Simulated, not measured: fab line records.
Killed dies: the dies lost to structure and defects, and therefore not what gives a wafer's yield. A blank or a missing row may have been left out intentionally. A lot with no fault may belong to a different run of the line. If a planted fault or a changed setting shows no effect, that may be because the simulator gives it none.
Which tool is to blame? | flow n5 finfet | 10 lots, 30 wafers sampled, at 5 steps of a route of 1938

WHAT EACH GAUGE READ, for each wafer
N5_BEOL_M13_INSPECT_55: inspects for defects (darkfield).
lot  | measured     | on                | raw defect count
L833 | day 13 01:32 | defect inspect-02 | 77 52 71
L836 | day 13 16:17 | defect inspect-02 | 84 47 110
L839 | day 13 20:22 | defect inspect-01 | 76 78 57
L838 | day 14 01:05 | defect inspect-01 | 67 51 68
L837 | day 14 12:28 | defect inspect-01 | 37 40 63
L840 | day 14 12:47 | defect inspect-02 | 102 54 49
L847 | day 17 04:06 | defect inspect-01 | 55 106 50
L853 | day 18 17:26 | defect inspect-02 | 71 68 90
L852 | day 18 16:58 | defect inspect-01 | 41 71 68
L854 | day 18 17:10 | defect inspect-02 | 59 69 42

N5_BEOL_M14_THK_MEAS_01.
lot  | measured     | on            | M14_ILD_THK (nm)
L833 | day 13 01:46 | film metro-01 | 1101 1117 1112
L836 | day 13 16:31 | film metro-01 | 1105 1134 1131
L839 | day 13 20:35 | film metro-01 | 1130 1113 1123
L838 | day 14 01:18 | film metro-01 | 1114 1111 1123
L837 | day 14 12:41 | film metro-01 | 1103 1119 1139
L840 | day 14 13:01 | film metro-02 | 1096 1107 1115
L847 | day 17 04:20 | film metro-02 | 1026 1115 1121
L853 | day 18 17:40 | film metro-02 | 1105 1107 1120
L852 | day 18 17:12 | film metro-02 | 1119 1129 1062
L854 | day 18 17:23 | film metro-01 | 1105 1120 1119

N5_BEOL_M14_CD_MEAS_10: target cd 250 nm.
lot  | measured     | on        | cd nm (nm)
L833 | day 13 02:04 | cd sem-01 | 251.3 251.8 248.4
L836 | day 13 16:56 | cd sem-03 | 247.5 247.7 250.4
L839 | day 13 21:01 | cd sem-02 | 246.8 250.5 247.3
L838 | day 14 01:44 | cd sem-01 | 250.4 251.3 252.2
L837 | day 14 13:07 | cd sem-01 | 249.0 250.6 251.0
L840 | day 14 13:26 | cd sem-03 | 250.4 249.0 247.7
L847 | day 17 04:46 | cd sem-02 | 250.4 247.1 249.6
L853 | day 18 18:01 | cd sem-02 | 248.9 249.3 253.5
L852 | day 18 17:38 | cd sem-02 | 250.5 249.8 251.7
L854 | day 18 17:59 | cd sem-01 | 250.0 249.8 247.5

WHAT TOOL EACH LOT RAN ON (gives the tool, then ch and the chambers of the sampled wafers, and finally the start)
lot  | N5_BEOL_M13_ETCH_67                | N5_BEOL_M14_ILD_DEP_00
L833 | rie diel-03 ch 2,3, day 12 19:58   | pecvd-01 ch 0,1,2, day 13 01:34
L836 | rie diel-02 ch 0,2,3, day 13 13:34 | pecvd-04 ch 0,2, day 13 16:19
L839 | rie diel-01 ch 0,1,2, day 13 16:54 | pecvd-03 ch 0,1,2, day 13 20:29
L838 | rie diel-03 ch 0,1, day 13 22:56   | pecvd-04 ch 0,1,2, day 14 01:07
L837 | rie diel-01 ch 0,1, day 14 07:48   | pecvd-04 ch 0,1,2, day 14 12:30
L840 | rie diel-03 ch 0,1,3, day 14 09:35 | pecvd-01 ch 0,2, day 14 12:49
L847 | rie diel-01 ch 2,3, day 17 00:48   | pecvd-01 ch 1,2, day 17 04:08
L853 | rie diel-01 ch 0,3, day 18 09:51   | pecvd-03 ch 0,1,2, day 18 17:29
L852 | rie diel-02 ch 0,3, day 18 10:44   | pecvd-01 ch 0,1, day 18 17:01
L854 | rie diel-02 ch 0,2, day 18 13:07   | pecvd-04 ch 1,2, day 18 17:11
- N5_BEOL_M13_ETCH_67: etches SiARC in CF4, target depth 143 nm, time 238.3 s.
- N5_BEOL_M14_ILD_DEP_00: deposits SiO2 from TEOS/O2, target thk 1119.3 nm, time 237.4 s.

WHAT THE TOOLS THEMSELVES READ (means of the sampled wafers that have a number; where no wafer has one, the mark that the record gives instead)
N5_BEOL_M13_ETCH_67.
lot  | tool        | drypump motor current A (A) | etch rf on time s (s) | mfc ar sccm (sccm) | oes product au (a.u.) | rf vpp V (V) | showerhead plenum p Torr (Torr) | throttle valve pct (%)
L833 | rie diel-03 | 5.4                         | 239                   | 100.14             | 0.62                  | 183.7        | 2.13                            | 15.97
L836 | rie diel-02 | 5.5                         | 236                   | 100.06             | 0.68                  | 184.0        | 2.16                            | 15.72
L839 | rie diel-01 | 5.8                         | 239                   | 100.23             | 0.60                  | 184.3        | 2.15                            | 15.98
L838 | rie diel-03 | 5.6                         | 231                   | 100.01             | 0.67                  | 184.4        | 2.16                            | 15.70
L837 | rie diel-01 | 5.8                         | 241                   | 100.18             | 0.59                  | 184.0        | 2.12                            | 15.95
L840 | rie diel-03 | 5.6                         | 232                   | 100.02             | 0.66                  | 184.7        | 2.16                            | 15.82
L847 | rie diel-01 | 6.1                         | 231                   | 99.80              | 0.60                  | 183.6        | 2.08                            | 15.92
L853 | rie diel-01 | 6.2                         | 234                   | 100.02             | 0.67                  | 183.6        | 2.06                            | 15.71
L852 | rie diel-02 | 5.5                         | 239                   | 100.20             | 0.68                  | 183.5        | 2.14                            | 15.56
L854 | rie diel-02 | 5.7                         | 228                   | 100.33             | 0.77                  | 184.0        | 2.10                            | 15.54

N5_BEOL_M14_ILD_DEP_00.
lot  | tool     | heater power w (W) | run length s (s) | showerhead plenum p Torr (Torr) | throttle valve pct (%)
L833 | pecvd-01 | 421                | 279.9            | 8.34                            | 17.9
L836 | pecvd-04 | 417                | 281.0            | 8.32                            | 18.7
L839 | pecvd-03 | 563                | 280.5            | 8.37                            | 18.5
L838 | pecvd-04 | 461                | 280.8            | 8.34                            | 19.0
L837 | pecvd-04 | 480                | 280.8            | 8.35                            | 19.1
L840 | pecvd-01 | 516                | 280.0            | 8.36                            | 17.6
L847 | pecvd-01 | 459                | 276.0            | 8.37                            | 17.7
L853 | pecvd-03 | 518                | 280.6            | 8.37                            | 18.8
L852 | pecvd-01 | 522                | 275.5            | 8.34                            | 18.1
L854 | pecvd-04 | 516                | 280.8            | 8.38                            | 19.3

THE ANSWER, worked out from the rows above alone
Rule: what is usual is taken from the lots themselves. Put in order of their means at a reading, lots are off if they are a third of the lots or fewer, leave a main group of 4 or more, and stand apart from it by a gap of 3 or more times the standard deviation of the main group's means; of several such gaps the widest counts. Not used: any main group whose means are identical at the precision the tables above print for the reading. A lot without any number at a reading at which 4 lots or more have one is off too. Where the step has rows for the other lots, those lots are counted as sound. First the gauges in route order, then the tools' own readings, where a lot's mean is used as printed above. At the first step where some lot is off, the reading lying furthest off is the one used; lots without a number count as furthest.
Off at N5_BEOL_M14_ILD_DEP_00 (run length s): L847, L852. The main group has a mean of 280.6 s with a standard deviation of 0.37.
A tool fits if, at that step or a process step before it, it ran every lot that is off, and no sound lot after the first of them. One fits: pecvd-01 at N5_BEOL_M14_ILD_DEP_00. Its last sound lot is L840 (day 14 12:49), its first lot that is off L847 (day 17 04:08): a fault that began between those two fits.
On the lots that are off, the tool's own readings at N5_BEOL_M14_ILD_DEP_00 differ by more than 5 times the standard deviation of the sound lots' means, which bears it out; run length s reads 275.8 s there versus 280.6 s on the sound lots.

WHAT HAD BEEN PUT IN BY THE SIMULATOR
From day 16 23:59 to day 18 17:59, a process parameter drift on pecvd-01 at N5_BEOL_M14_ILD_DEP_00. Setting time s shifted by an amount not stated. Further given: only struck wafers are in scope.
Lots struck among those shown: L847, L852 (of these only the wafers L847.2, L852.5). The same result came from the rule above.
